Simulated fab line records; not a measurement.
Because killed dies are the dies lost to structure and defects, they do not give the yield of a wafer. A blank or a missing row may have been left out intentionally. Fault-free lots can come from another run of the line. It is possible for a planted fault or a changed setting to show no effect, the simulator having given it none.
The tool behind it: which one? :: flow nand harc :: 24 lots with 72 wafers sampled at 6 steps, on a route of 1302 steps

== WHAT THE GAUGES SHOWED, per wafer ==
NHARC_A_SGD_CUT_CD_MEAS_09: the cd target is 100 nm. Usual: cd nm reads 100.6 nm (standard deviation 0.88).
lot: L074
measured: day 18 19:49
on: cd sem-02
cd nm (nm): 101.0 101.2 100.7
flag: 

lot: L075
measured: day 19 10:28
on: cd sem-01
cd nm (nm): 100.3 100.9 101.0
flag: 

lot: L076
measured: day 19 22:06
on: cd sem-02
cd nm (nm): 100.4 101.8 100.8
flag: 

lot: L078
measured: day 20 04:15
on: cd sem-01
cd nm (nm): 100.0 100.5 99.6
flag: 

lot: L077
measured: day 20 21:13
on: cd sem-01
cd nm (nm): 100.3 101.2 100.4
flag: 

lot: L080
measured: day 21 07:59
on: cd sem-03
cd nm (nm): 99.2 100.6 98.4
flag: 

lot: L079
measured: day 21 19:58
on: cd sem-01
cd nm (nm): 101.0 100.3 101.6
flag: 

lot: L081
measured: day 22 05:37
on: cd sem-03
cd nm (nm): 100.8 100.5 100.6
flag: 

lot: L082
measured: day 22 11:33
on: cd sem-03
cd nm (nm): 99.2 99.4 99.5
flag: 

lot: L084
measured: day 23 02:34
on: cd sem-02
cd nm (nm): 99.4 100.1 99.8
flag: 

lot: L083
measured: day 23 08:02
on: cd sem-01
cd nm (nm): 99.5 100.3 100.5
flag: 

lot: L086
measured: day 23 18:49
on: cd sem-03
cd nm (nm): 98.8 99.4 99.1
flag: 

lot: L085
measured: day 23 18:59
on: cd sem-01
cd nm (nm): 100.3 100.7 101.5
flag: 

lot: L089
measured: day 24 18:15
on: cd sem-03
cd nm (nm): 101.3 101.6 100.4
flag: 

lot: L087
measured: day 24 18:05
on: cd sem-01
cd nm (nm): 100.2 100.2 100.8
flag: 

lot: L088
measured: day 24 17:41
on: cd sem-03
cd nm (nm): 100.4 100.5 100.5
flag: 

lot: L091
measured: day 25 11:40
on: cd sem-03
cd nm (nm): 100.6 100.6 102.4
flag: 

lot: L090
measured: day 25 11:59
on: cd sem-02
cd nm (nm): 100.5 100.0 101.0
flag: 

lot: L093
measured: day 27 02:22
on: cd sem-03
cd nm (nm): 100.3 100.6 99.3
flag: 

lot: L092
measured: day 27 02:03
on: cd sem-03
cd nm (nm): 102.4 101.2 100.9
flag: 

lot: L095
measured: day 28 00:09
on: cd sem-02
cd nm (nm): 102.0 101.3 101.2
flag: 

lot: L094
measured: day 27 15:05
on: cd sem-02
cd nm (nm): 101.1 101.5 101.3
flag: 

lot: L096
measured: day 28 07:40
on: cd sem-03
cd nm (nm): 101.2 100.2 101.9
flag: 

lot: L097
measured: day 28 14:55
on: cd sem-03
cd nm (nm): 101.7 101.1 100.5
flag: 

NHARC_A_SGD_CUT_OVL_MEAS_10. Usual: overlay x nm -0.1 nm, standard deviation 0.67; overlay y nm 0.0 nm, standard deviation 0.85.
lot: L074
measured: day 18 19:54
on: overlay-02
overlay x nm (nm): 1.7 1.4 1.4
overlay y nm (nm): -0.2 -0.6 -0.5
flag: 

lot: L075
measured: day 19 10:34
on: overlay-01
overlay x nm (nm): -0.7 0.0 0.1
overlay y nm (nm): -0.5 -0.2 -0.8
flag: 

lot: L076
measured: day 19 22:12
on: overlay-02
overlay x nm (nm): 0.2 -0.2 -0.2
overlay y nm (nm): -0.5 0.0 -0.2
flag: 

lot: L078
measured: day 20 04:20
on: overlay-01
overlay x nm (nm): -0.7 -0.7 -0.5
overlay y nm (nm): 0.1 -0.5 0.2
flag: 

lot: L077
measured: day 20 21:18
on: overlay-01
overlay x nm (nm): -0.5 -0.1 -0.8
overlay y nm (nm): -0.3 -0.2 0.0
flag: 

lot: L080
measured: day 21 08:04
on: overlay-02
overlay x nm (nm): 0.2 0.5 0.5
overlay y nm (nm): 0.3 -0.2 -0.2
flag: 

lot: L079
measured: day 21 20:04
on: overlay-01
overlay x nm (nm): -0.1 0.3 0.3
overlay y nm (nm): -2.0 -1.9 -1.8
flag: 

lot: L081
measured: day 22 05:43
on: overlay-01
overlay x nm (nm): 0.1 0.3 0.1
overlay y nm (nm): 1.0 1.3 0.7
flag: 

lot: L082
measured: day 22 11:38
on: overlay-01
overlay x nm (nm): 0.2 -0.6 -0.4
overlay y nm (nm): 1.3 1.2 1.2
flag: 

lot: L084
measured: day 23 02:39
on: overlay-01
overlay x nm (nm): 0.2 0.2 0.3
overlay y nm (nm): 1.4 1.2 1.6
flag: 

lot: L083
measured: day 23 08:08
on: overlay-02
overlay x nm (nm): -0.9 -0.8 -0.7
overlay y nm (nm): -1.1 -0.5 -0.5
flag: 

lot: L086
measured: day 23 18:54
on: overlay-02
overlay x nm (nm): -0.3 0.7 -0.2
overlay y nm (nm): 1.1 1.0 0.7
flag: 

lot: L085
measured: day 23 19:04
on: overlay-01
overlay x nm (nm): 0.9 0.8 0.6
overlay y nm (nm): 1.7 1.8 1.4
flag: 

lot: L089
measured: day 24 18:20
on: overlay-02
overlay x nm (nm): -0.1 -0.8 -0.3
overlay y nm (nm): 0.7 0.1 -0.1
flag: 

lot: L087
measured: day 24 18:10
on: overlay-01
overlay x nm (nm): -0.2 -0.9 -0.7
overlay y nm (nm): 0.1 0.8 0.4
flag: 

lot: L088
measured: day 24 17:47
on: overlay-02
overlay x nm (nm): 0.1 0.1 -0.1
overlay y nm (nm): -0.5 -0.2 -0.4
flag: 

lot: L091
measured: day 25 11:45
on: overlay-02
overlay x nm (nm): -0.4 -0.5 -1.1
overlay y nm (nm): 0.6 0.0 0.9
flag: 

lot: L090
measured: day 25 12:04
on: overlay-01
overlay x nm (nm): -1.0 -1.0 -0.7
overlay y nm (nm): -1.0 -0.3 -0.5
flag: 

lot: L093
measured: day 27 02:27
on: overlay-01
overlay x nm (nm): -0.2 -0.4 -0.2
overlay y nm (nm): 0.1 0.3 0.7
flag: 

lot: L092
measured: day 27 02:08
on: overlay-01
overlay x nm (nm): 0.4 0.8 0.4
overlay y nm (nm): 0.2 0.6 0.5
flag: 

lot: L095
measured: day 28 00:14
on: overlay-01
overlay x nm (nm): -0.5 -0.4 -0.8
overlay y nm (nm): -0.8 -1.0 -0.2
flag: 

lot: L094
measured: day 27 15:10
on: overlay-01
overlay x nm (nm): 0.4 0.0 0.5
overlay y nm (nm): -0.7 -0.5 -0.6
flag: 

lot: L096
measured: day 28 07:45
on: overlay-01
overlay x nm (nm): -1.5 -1.7 -1.4
overlay y nm (nm): -0.6 0.0 -0.4
flag: 

lot: L097
measured: day 28 15:01
on: overlay-01
overlay x nm (nm): 0.6 0.7 0.7
overlay y nm (nm): -0.2 0.1 -0.3
flag: 

== WHICH TOOL RAN EACH LOT (tool, then ch and the chambers of the sampled wafers, then the start) ==
lot: L074
NHARC_A_STAIRCASE_HM_DEP_459: acl dep-02 ch 0, day 16 12:39
NHARC_A_STAIRCASE_STRIP_295: rie diel-10 ch 0,2,3, day 18 13:23 or earlier
NHARC_A_STAIRCASE_ETCH_444: rie diel-05 ch 0,1,3, day 18 13:23
NHARC_A_STAIRCASE_CMP_152: cmp-04 ch 1,2,3, day 18 17:15

lot: L075
NHARC_A_STAIRCASE_HM_DEP_459: acl dep-03 ch 0, day 16 23:56
NHARC_A_STAIRCASE_STRIP_295: rie diel-10 ch 0,1,2, day 19 03:13 or earlier
NHARC_A_STAIRCASE_ETCH_444: rie diel-10 ch 0,1,2, day 19 03:13
NHARC_A_STAIRCASE_CMP_152: cmp-02 ch 0,1,2, day 19 08:00

lot: L076
NHARC_A_STAIRCASE_HM_DEP_459: acl dep-02 ch 0, day 17 08:42
NHARC_A_STAIRCASE_STRIP_295: rie diel-04 ch 0,1, day 19 14:35 or earlier
NHARC_A_STAIRCASE_ETCH_444: rie diel-04 ch 0,2,3, day 19 14:35
NHARC_A_STAIRCASE_CMP_152: cmp-02 ch 0,1,3, day 19 19:30

lot: L078
NHARC_A_STAIRCASE_HM_DEP_459: acl dep-03 ch 0, day 17 15:32
NHARC_A_STAIRCASE_STRIP_295: rie diel-10 ch 0,1,3, day 19 20:42 or earlier
NHARC_A_STAIRCASE_ETCH_444: rie diel-05 ch 0,1,3, day 19 20:42
NHARC_A_STAIRCASE_CMP_152: cmp-03 ch 0,1,3, day 20 01:31

lot: L077
NHARC_A_STAIRCASE_HM_DEP_459: acl dep-02 ch 0, day 18 03:11
NHARC_A_STAIRCASE_STRIP_295: rie diel-04 ch 0,2,3, day 20 13:57 or earlier
NHARC_A_STAIRCASE_ETCH_444: rie diel-04 ch 0,2, day 20 13:57
NHARC_A_STAIRCASE_CMP_152: cmp-04 ch 1,2,3, day 20 18:42

lot: L080
NHARC_A_STAIRCASE_HM_DEP_459: acl dep-01 ch 0, day 18 19:03
NHARC_A_STAIRCASE_STRIP_295: rie diel-05 ch 0,2, day 21 00:41 or earlier
NHARC_A_STAIRCASE_ETCH_444: rie diel-10 ch 0,3, day 21 00:41
NHARC_A_STAIRCASE_CMP_152: cmp-04 ch 0,3, day 21 05:28

lot: L079
NHARC_A_STAIRCASE_HM_DEP_459: acl dep-01 ch 0, day 18 20:53
NHARC_A_STAIRCASE_STRIP_295: rie diel-04 ch 0,1,2, day 21 12:43 or earlier
NHARC_A_STAIRCASE_ETCH_444: rie diel-05 ch 0,1,2, day 21 12:43
NHARC_A_STAIRCASE_CMP_152: cmp-02 ch 0,2,3, day 21 17:28

lot: L081
NHARC_A_STAIRCASE_HM_DEP_459: acl dep-01 ch 0, day 19 10:42
NHARC_A_STAIRCASE_STRIP_295: rie diel-10 ch 0,3, day 21 21:55 or earlier
NHARC_A_STAIRCASE_ETCH_444: rie diel-10 ch 0,3, day 21 21:55
NHARC_A_STAIRCASE_CMP_152: cmp-02 ch 1,2,3, day 22 03:10

lot: L082
NHARC_A_STAIRCASE_HM_DEP_459: acl dep-01 ch 0, day 19 18:12
NHARC_A_STAIRCASE_STRIP_295: rie diel-10 ch 0,1, day 22 03:41 or earlier
NHARC_A_STAIRCASE_ETCH_444: rie diel-04 ch 0,1, day 22 03:41
NHARC_A_STAIRCASE_CMP_152: cmp-02 ch 1,2, day 22 08:58

lot: L084
NHARC_A_STAIRCASE_HM_DEP_459: acl dep-03 ch 0, day 20 13:40
NHARC_A_STAIRCASE_STRIP_295: rie diel-10 ch 1,2,3, day 22 18:38 or earlier
NHARC_A_STAIRCASE_ETCH_444: rie diel-10 ch 1,3, day 22 18:38
NHARC_A_STAIRCASE_CMP_152: cmp-03 ch 0,2,3, day 23 00:04

lot: L083
NHARC_A_STAIRCASE_HM_DEP_459: acl dep-03 ch 0, day 20 15:31
NHARC_A_STAIRCASE_STRIP_295: rie diel-04 ch 0,1,2, day 23 00:14 or earlier
NHARC_A_STAIRCASE_ETCH_444: rie diel-04 ch 0,3, day 23 00:14
NHARC_A_STAIRCASE_CMP_152: cmp-03 ch 2,3, day 23 05:31

lot: L086
NHARC_A_STAIRCASE_HM_DEP_459: acl dep-02 ch 0, day 21 01:26
NHARC_A_STAIRCASE_STRIP_295: rie diel-10 ch 0,2,3, day 23 10:29 or earlier
NHARC_A_STAIRCASE_ETCH_444: rie diel-10 ch 1,2,3, day 23 10:29
NHARC_A_STAIRCASE_CMP_152: cmp-02 ch 0,1,2, day 23 15:48

lot: L085
NHARC_A_STAIRCASE_HM_DEP_459: acl dep-02 ch 0, day 21 05:25
NHARC_A_STAIRCASE_STRIP_295: rie diel-05 ch 0,1,3, day 23 10:31 or earlier
NHARC_A_STAIRCASE_ETCH_444: rie diel-05 ch 1,2,3, day 23 10:31
NHARC_A_STAIRCASE_CMP_152: cmp-04 ch 1,2,3, day 23 16:05

lot: L089
NHARC_A_STAIRCASE_HM_DEP_459: acl dep-02 ch 0, day 22 07:17
NHARC_A_STAIRCASE_STRIP_295: rie diel-10 ch 1,2, day 24 10:45 or earlier
NHARC_A_STAIRCASE_ETCH_444: rie diel-05 ch 1,3, day 24 10:45
NHARC_A_STAIRCASE_CMP_152: cmp-04 ch 2,3, day 24 15:33

lot: L087
NHARC_A_STAIRCASE_HM_DEP_459: acl dep-03 ch 0, day 22 12:40
NHARC_A_STAIRCASE_STRIP_295: rie diel-05 ch 1,2, day 24 10:15 or earlier
NHARC_A_STAIRCASE_ETCH_444: rie diel-10 ch 1,2, day 24 10:15
NHARC_A_STAIRCASE_CMP_152: cmp-03 ch 0,1, day 24 15:32

lot: L088
NHARC_A_STAIRCASE_HM_DEP_459: acl dep-02 ch 0, day 22 13:58
NHARC_A_STAIRCASE_STRIP_295: rie diel-04 ch 1,2,3, day 24 09:57 or earlier
NHARC_A_STAIRCASE_ETCH_444: rie diel-04 ch 1,2,3, day 24 09:57
NHARC_A_STAIRCASE_CMP_152: cmp-04 ch 0,3, day 24 15:10

lot: L091
NHARC_A_STAIRCASE_HM_DEP_459: acl dep-02 ch 0, day 23 04:29
NHARC_A_STAIRCASE_STRIP_295: rie diel-10 ch 1,2, day 25 03:55 or earlier
NHARC_A_STAIRCASE_ETCH_444: rie diel-04 ch 0,1, day 25 03:55
NHARC_A_STAIRCASE_CMP_152: cmp-04 ch 1,2,3, day 25 09:13

lot: L090
NHARC_A_STAIRCASE_HM_DEP_459: acl dep-02 ch 0, day 23 06:32
NHARC_A_STAIRCASE_STRIP_295: rie diel-05 ch 1,2, day 25 04:11 or earlier
NHARC_A_STAIRCASE_ETCH_444: rie diel-10 ch 0,3, day 25 04:11
NHARC_A_STAIRCASE_CMP_152: cmp-03 ch 1,2,3, day 25 09:29

lot: L093
NHARC_A_STAIRCASE_HM_DEP_459: acl dep-03 ch 0, day 24 16:14
NHARC_A_STAIRCASE_STRIP_295: rie diel-04 ch 0,2, day 26 19:21 or earlier
NHARC_A_STAIRCASE_ETCH_444: rie diel-05 ch 1,2,3, day 26 19:21
NHARC_A_STAIRCASE_CMP_152: cmp-04 ch 0,2,3, day 26 23:41

lot: L092
NHARC_A_STAIRCASE_HM_DEP_459: acl dep-02 ch 0, day 24 17:42
NHARC_A_STAIRCASE_STRIP_295: rie diel-05 ch 0,1,2, day 26 18:43 or earlier
NHARC_A_STAIRCASE_ETCH_444: rie diel-04 ch 1,2,3, day 26 18:43
NHARC_A_STAIRCASE_CMP_152: cmp-03 ch 0,1,2, day 26 23:31

lot: L095
NHARC_A_STAIRCASE_HM_DEP_459: acl dep-02 ch 0, day 25 01:14
NHARC_A_STAIRCASE_STRIP_295: rie diel-10 ch 0,1,2, day 27 16:02 or earlier
NHARC_A_STAIRCASE_ETCH_444: rie diel-10 ch 0,3, day 27 16:02
NHARC_A_STAIRCASE_CMP_152: cmp-04 ch 0,1, day 27 21:40

lot: L094
NHARC_A_STAIRCASE_HM_DEP_459: acl dep-03 ch 0, day 25 03:17
NHARC_A_STAIRCASE_STRIP_295: rie diel-05 ch 0,2,3, day 27 07:14 or earlier
NHARC_A_STAIRCASE_ETCH_444: rie diel-04 ch 2,3, day 27 07:14
NHARC_A_STAIRCASE_CMP_152: cmp-03 ch 0,1,3, day 27 12:32

lot: L096
NHARC_A_STAIRCASE_HM_DEP_459: acl dep-03 ch 0, day 25 18:57
NHARC_A_STAIRCASE_STRIP_295: rie diel-04 ch 1,2, day 27 23:48 or earlier
NHARC_A_STAIRCASE_ETCH_444: rie diel-10 ch 2,3, day 27 23:48
NHARC_A_STAIRCASE_CMP_152: cmp-04 ch 0,1,2, day 28 05:09

lot: L097
NHARC_A_STAIRCASE_HM_DEP_459: acl dep-03 ch 0, day 26 03:33
NHARC_A_STAIRCASE_STRIP_295: rie diel-05 ch 0,2,3, day 28 07:44 or earlier
NHARC_A_STAIRCASE_ETCH_444: rie diel-05 ch 0,1,2, day 28 07:44
NHARC_A_STAIRCASE_CMP_152: cmp-04 ch 0,1,3, day 28 12:33
- NHARC_A_STAIRCASE_HM_DEP_459: deposits aC, target thk 1500 nm.
- NHARC_A_STAIRCASE_STRIP_295: strips in O2.
- NHARC_A_STAIRCASE_ETCH_444: etches the open film in C4F8/O2, target depth 20400 nm, time 6800 s.
- NHARC_A_STAIRCASE_CMP_152: polishes.

== AS READ BY THE TOOLS THEMSELVES (means over the sampled wafers that have a number; for cases with no such wafer, the mark the record gives instead) ==
NHARC_A_STAIRCASE_HM_DEP_459. Usual: throttle valve pct reads 34.999 % (standard deviation 0.0091).
lot: L074
tool: acl dep-02
throttle valve pct (%): 34.999
flag: 

lot: L075
tool: acl dep-03
throttle valve pct (%): 35.006
flag: 

lot: L076
tool: acl dep-02
throttle valve pct (%): 34.990
flag: 

lot: L078
tool: acl dep-03
throttle valve pct (%): 35.005
flag: 

lot: L077
tool: acl dep-02
throttle valve pct (%): 34.999
flag: 

lot: L080
tool: acl dep-01
throttle valve pct (%): 35.003
flag: 

lot: L079
tool: acl dep-01
throttle valve pct (%): 34.999
flag: 

lot: L081
tool: acl dep-01
throttle valve pct (%): 34.994
flag: 

lot: L082
tool: acl dep-01
throttle valve pct (%): 35.004
flag: 

lot: L084
tool: acl dep-03
throttle valve pct (%): 34.995
flag: 

lot: L083
tool: acl dep-03
throttle valve pct (%): 34.999
flag: 

lot: L086
tool: acl dep-02
throttle valve pct (%): 34.992
flag: 

lot: L085
tool: acl dep-02
throttle valve pct (%): 35.009
flag: 

lot: L089
tool: acl dep-02
throttle valve pct (%): 35.002
flag: 

lot: L087
tool: acl dep-03
throttle valve pct (%): 34.989
flag: 

lot: L088
tool: acl dep-02
throttle valve pct (%): 35.006
flag: 

lot: L091
tool: acl dep-02
throttle valve pct (%): 35.000
flag: 

lot: L090
tool: acl dep-02
throttle valve pct (%): 34.992
flag: 

lot: L093
tool: acl dep-03
throttle valve pct (%): 35.000
flag: 

lot: L092
tool: acl dep-02
throttle valve pct (%): 35.010
flag: 

lot: L095
tool: acl dep-02
throttle valve pct (%): 35.003
flag: 

lot: L094
tool: acl dep-03
throttle valve pct (%): 35.000
flag: 

lot: L096
tool: acl dep-03
throttle valve pct (%): 35.005
flag: 

lot: L097
tool: acl dep-03
throttle valve pct (%): 35.008
flag: 

NHARC_A_STAIRCASE_STRIP_295. Usual: drypump motor current A 5.8 A, standard deviation 0.45; oes product au 1.002 a.u., standard deviation 0.015; rf vpp V 57.7 V, standard deviation 1; showerhead plenum p Torr 3.47 Torr, standard deviation 0.15; throttle valve pct 17.035 %, standard deviation 0.0095.
lot: L074
tool: rie diel-10
drypump motor current A (A): 5.9
oes product au (a.u.): 0.994
rf vpp V (V): 56.4
showerhead plenum p Torr (Torr): 3.38
throttle valve pct (%): 17.032
flag: 

lot: L075
tool: rie diel-10
drypump motor current A (A): 5.6
oes product au (a.u.): 0.996
rf vpp V (V): 57.2
showerhead plenum p Torr (Torr): 3.42
throttle valve pct (%): 17.038
flag: 

lot: L076
tool: rie diel-04
drypump motor current A (A): 5.7
oes product au (a.u.): 1.003
rf vpp V (V): 57.4
showerhead plenum p Torr (Torr): 3.42
throttle valve pct (%): 17.041
flag: 

lot: L078
tool: rie diel-10
drypump motor current A (A): 5.8
oes product au (a.u.): 0.991
rf vpp V (V): 57.7
showerhead plenum p Torr (Torr): 3.49
throttle valve pct (%): 17.032
flag: 

lot: L077
tool: rie diel-04
drypump motor current A (A): 5.9
oes product au (a.u.): 1.010
rf vpp V (V): 57.7
showerhead plenum p Torr (Torr): 3.42
throttle valve pct (%): 17.037
flag: 

lot: L080
tool: rie diel-05
drypump motor current A (A): 5.6
oes product au (a.u.): 1.019
rf vpp V (V): 58.1
showerhead plenum p Torr (Torr): 3.50
throttle valve pct (%): 17.036
flag: 

lot: L079
tool: rie diel-04
drypump motor current A (A): 5.9
oes product au (a.u.): 1.003
rf vpp V (V): 57.4
showerhead plenum p Torr (Torr): 3.41
throttle valve pct (%): 17.043
flag: 

lot: L081
tool: rie diel-10
drypump motor current A (A): 6.1
oes product au (a.u.): 0.983
rf vpp V (V): 57.7
showerhead plenum p Torr (Torr): 3.44
throttle valve pct (%): 17.036
flag: 

lot: L082
tool: rie diel-10
drypump motor current A (A): 5.8
oes product au (a.u.): 0.985
rf vpp V (V): 57.0
showerhead plenum p Torr (Torr): 3.41
throttle valve pct (%): 17.032
flag: 

lot: L084
tool: rie diel-10
drypump motor current A (A): 5.6
oes product au (a.u.): 1.002
rf vpp V (V): 57.4
showerhead plenum p Torr (Torr): 3.47
throttle valve pct (%): 17.030
flag: 

lot: L083
tool: rie diel-04
drypump motor current A (A): 5.9
oes product au (a.u.): 1.006
rf vpp V (V): 58.2
showerhead plenum p Torr (Torr): 3.40
throttle valve pct (%): 17.029
flag: 

lot: L086
tool: rie diel-10
drypump motor current A (A): 5.9
oes product au (a.u.): 1.002
rf vpp V (V): 57.2
showerhead plenum p Torr (Torr): 3.36
throttle valve pct (%): 17.033
flag: 

lot: L085
tool: rie diel-05
drypump motor current A (A): 5.5
oes product au (a.u.): 0.992
rf vpp V (V): 59.2
showerhead plenum p Torr (Torr): 3.58
throttle valve pct (%): 17.029
flag: 

lot: L089
tool: rie diel-10
drypump motor current A (A): 5.3
oes product au (a.u.): 0.998
rf vpp V (V): 57.4
showerhead plenum p Torr (Torr): 3.51
throttle valve pct (%): 17.033
flag: 

lot: L087
tool: rie diel-05
drypump motor current A (A): 5.2
oes product au (a.u.): 1.007
rf vpp V (V): 57.2
showerhead plenum p Torr (Torr): 3.42
throttle valve pct (%): 17.028
flag: 

lot: L088
tool: rie diel-04
drypump motor current A (A): 6.3
oes product au (a.u.): 1.015
rf vpp V (V): 57.2
showerhead plenum p Torr (Torr): 3.50
throttle valve pct (%): 17.030
flag: 

lot: L091
tool: rie diel-10
drypump motor current A (A): 5.3
oes product au (a.u.): 1.004
rf vpp V (V): 58.4
showerhead plenum p Torr (Torr): 3.50
throttle valve pct (%): 17.027
flag: 

lot: L090
tool: rie diel-05
drypump motor current A (A): 5.4
oes product au (a.u.): 1.012
rf vpp V (V): 56.2
showerhead plenum p Torr (Torr): 3.43
throttle valve pct (%): 17.030
flag: 

lot: L093
tool: rie diel-04
drypump motor current A (A): 5.5
oes product au (a.u.): 0.994
rf vpp V (V): 57.5
showerhead plenum p Torr (Torr): 3.29
throttle valve pct (%): 17.041
flag: 

lot: L092
tool: rie diel-05
drypump motor current A (A): 5.5
oes product au (a.u.): 1.020
rf vpp V (V): 56.9
showerhead plenum p Torr (Torr): 3.47
throttle valve pct (%): 17.050
flag: 

lot: L095
tool: rie diel-10
drypump motor current A (A): 5.6
oes product au (a.u.): 0.994
rf vpp V (V): 56.5
showerhead plenum p Torr (Torr): 3.38
throttle valve pct (%): 17.035
flag: 

lot: L094
tool: rie diel-05
drypump motor current A (A): 5.7
oes product au (a.u.): 1.006
rf vpp V (V): 57.9
showerhead plenum p Torr (Torr): 3.58
throttle valve pct (%): 17.035
flag: 

lot: L096
tool: rie diel-04
drypump motor current A (A): 6.3
oes product au (a.u.): 1.000
rf vpp V (V): 58.5
showerhead plenum p Torr (Torr): 3.48
throttle valve pct (%): 17.035
flag: 

lot: L097
tool: rie diel-05
drypump motor current A (A): 5.7
oes product au (a.u.): 1.005
rf vpp V (V): 57.2
showerhead plenum p Torr (Torr): 3.57
throttle valve pct (%): 17.040
flag: 

NHARC_A_STAIRCASE_ETCH_444. Usual: oes product au 0.937 a.u., standard deviation 0.023; rf vpp V 805 V, standard deviation 5.3.
lot: L074
tool: rie diel-05
oes product au (a.u.): 0.946
rf vpp V (V): 810
flag: 

lot: L075
tool: rie diel-10
oes product au (a.u.): 0.970
rf vpp V (V): 804
flag: 

lot: L076
tool: rie diel-04
oes product au (a.u.): 0.926
rf vpp V (V): 803
flag: 

lot: L078
tool: rie diel-05
oes product au (a.u.): 0.952
rf vpp V (V): 809
flag: 

lot: L077
tool: rie diel-04
oes product au (a.u.): 0.923
rf vpp V (V): 800
flag: 

lot: L080
tool: rie diel-10
oes product au (a.u.): 0.921
rf vpp V (V): 804
flag: 

lot: L079
tool: rie diel-05
oes product au (a.u.): 0.977
rf vpp V (V): 804
flag: 

lot: L081
tool: rie diel-10
oes product au (a.u.): 0.924
rf vpp V (V): 803
flag: 

lot: L082
tool: rie diel-04
oes product au (a.u.): 0.918
rf vpp V (V): 802
flag: 

lot: L084
tool: rie diel-10
oes product au (a.u.): 0.920
rf vpp V (V): 808
flag: 

lot: L083
tool: rie diel-04
oes product au (a.u.): 0.934
rf vpp V (V): 806
flag: 

lot: L086
tool: rie diel-10
oes product au (a.u.): 0.920
rf vpp V (V): 806
flag: 

lot: L085
tool: rie diel-05
oes product au (a.u.): 0.923
rf vpp V (V): 807
flag: 

lot: L089
tool: rie diel-05
oes product au (a.u.): 0.912
rf vpp V (V): 809
flag: 

lot: L087
tool: rie diel-10
oes product au (a.u.): 0.915
rf vpp V (V): 805
flag: 

lot: L088
tool: rie diel-04
oes product au (a.u.): 0.980
rf vpp V (V): 805
flag: 

lot: L091
tool: rie diel-04
oes product au (a.u.): 0.917
rf vpp V (V): 802
flag: 

lot: L090
tool: rie diel-10
oes product au (a.u.): 0.916
rf vpp V (V): 801
flag: 

lot: L093
tool: rie diel-05
oes product au (a.u.): 0.964
rf vpp V (V): 807
flag: 

lot: L092
tool: rie diel-04
oes product au (a.u.): 0.935
rf vpp V (V): 805
flag: 

lot: L095
tool: rie diel-10
oes product au (a.u.): 0.947
rf vpp V (V): 812
flag: 

lot: L094
tool: rie diel-04
oes product au (a.u.): 0.936
rf vpp V (V): 805
flag: 

lot: L096
tool: rie diel-10
oes product au (a.u.): 0.964
rf vpp V (V): 809
flag: 

lot: L097
tool: rie diel-05
oes product au (a.u.): 0.930
rf vpp V (V): 804
flag: 

NHARC_A_STAIRCASE_CMP_152. Usual: edge zone pressure frac 1.000, standard deviation 0.005; motor current A 11.5 A, standard deviation 1.1.
lot: L074
tool: cmp-04
edge zone pressure frac: 1.002
motor current A (A): 11.8
flag: 

lot: L075
tool: cmp-02
edge zone pressure frac: 0.999
motor current A (A): 12.6
flag: 

lot: L076
tool: cmp-02
edge zone pressure frac: 0.999
motor current A (A): 12.2
flag: 

lot: L078
tool: cmp-03
edge zone pressure frac: 1.000
motor current A (A): 12.2
flag: 

lot: L077
tool: cmp-04
edge zone pressure frac: 1.000
motor current A (A): 11.7
flag: 

lot: L080
tool: cmp-04
edge zone pressure frac: 1.000
motor current A (A): 10.1
flag: 

lot: L079
tool: cmp-02
edge zone pressure frac: 0.999
motor current A (A): 12.1
flag: 

lot: L081
tool: cmp-02
edge zone pressure frac: 1.001
motor current A (A): 11.5
flag: 

lot: L082
tool: cmp-02
edge zone pressure frac: 1.001
motor current A (A): 11.8
flag: 

lot: L084
tool: cmp-03
edge zone pressure frac: 0.998
motor current A (A): 11.6
flag: 

lot: L083
tool: cmp-03
edge zone pressure frac: 1.002
motor current A (A): 11.7
flag: 

lot: L086
tool: cmp-02
edge zone pressure frac: 0.994
motor current A (A): 12.0
flag: 

lot: L085
tool: cmp-04
edge zone pressure frac: 0.996
motor current A (A): 11.7
flag: 

lot: L089
tool: cmp-04
edge zone pressure frac: 1.001
motor current A (A): 11.2
flag: 

lot: L087
tool: cmp-03
edge zone pressure frac: 0.999
motor current A (A): 12.3
flag: 

lot: L088
tool: cmp-04
edge zone pressure frac: 0.995
motor current A (A): 10.4
flag: 

lot: L091
tool: cmp-04
edge zone pressure frac: 0.996
motor current A (A): 11.6
flag: 

lot: L090
tool: cmp-03
edge zone pressure frac: 1.000
motor current A (A): 10.8
flag: 

lot: L093
tool: cmp-04
edge zone pressure frac: 1.001
motor current A (A): 10.9
flag: 

lot: L092
tool: cmp-03
edge zone pressure frac: 0.999
motor current A (A): 11.3
flag: 

lot: L095
tool: cmp-04
edge zone pressure frac: 1.003
motor current A (A): 12.1
flag: 

lot: L094
tool: cmp-03
edge zone pressure frac: 0.998
motor current A (A): 11.5
flag: 

lot: L096
tool: cmp-04
edge zone pressure frac: 0.999
motor current A (A): 11.7
flag: 

lot: L097
tool: cmp-04
edge zone pressure frac: 0.996
motor current A (A): 11.4
flag: 

== THE ANSWER, worked out from the rows above alone ==
Rule: take the mean of a lot's wafers that have a number; if it is more than 3 standard deviations from the usual mean, the lot is off. A lot without any number at a reading at which 4 lots or more have one is off too. The other lots that the step has rows for count as sound. Order of review: gauges by route order, followed by the tools' own readings, for which a lot's mean as printed above is used. At the first step where some lot is off, the reading lying furthest off is the one used; lots without a number count as furthest.
No lot is off on any of the readings shown, so nothing can be concluded from this.

== WHAT HAD BEEN PUT IN BY THE SIMULATOR ==
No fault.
